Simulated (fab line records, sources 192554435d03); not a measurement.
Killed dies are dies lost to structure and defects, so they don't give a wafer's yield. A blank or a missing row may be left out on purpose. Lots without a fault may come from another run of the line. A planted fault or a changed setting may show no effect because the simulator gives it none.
Chamber matching | flow n5_finfet | N5_BEOL_M2_PRE_CLEAN_60 on cvd_co-02: 3 sister chambers
The step time 15 s. 6 wafers are shown with their chamber, then 8 later ones without.

WAFERS WITH THEIR CHAMBER
wafer  | chamber | heater_power_w (W)
L081.4 | 2       | 72
L081.6 | 0       | 79
L085.2 | 1       | 81
L085.4 | 0       | 78
L085.5 | 1       | 80
L087.3 | 2       | 74

WAFERS WITHOUT THEIR CHAMBER
wafer  | heater_power_w (W)
L087.4 | 73
L087.6 | 78
L094.1 | 73
L094.4 | 74
L094.6 | 78
L097.1 | 77
L097.5 | 81
L097.6 | 73

WHICH CHAMBER EACH WENT THROUGH
wafer  | from the rows above | in truth
L087.4 | 2                   | 2
L087.6 | 0                   | 0
L094.1 | 2                   | 2
L094.4 | 2                   | 2
L094.6 | 0                   | 0
L097.1 | 0                   | 0
L097.5 | 1                   | 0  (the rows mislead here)
L097.6 | 2                   | 2
Placed correctly: 7 of 8. Can't be placed from these rows: 0. Placed wrongly: 1.
How it was worked out, from the rows above alone: a wafer's distance from a chamber is the root of the sum, over the readings, of the square of ((its reading less the chamber's mean) divided by the reading's scatter). The wafer belongs to the nearest chamber; if the next one is less than 2 further off, it can't be placed. A chamber's mean is the mean of its shown wafers. The scatter: the root of (the sum of the squares of (reading less its chamber's mean) over the shown wafers, divided by (wafers less chambers)).
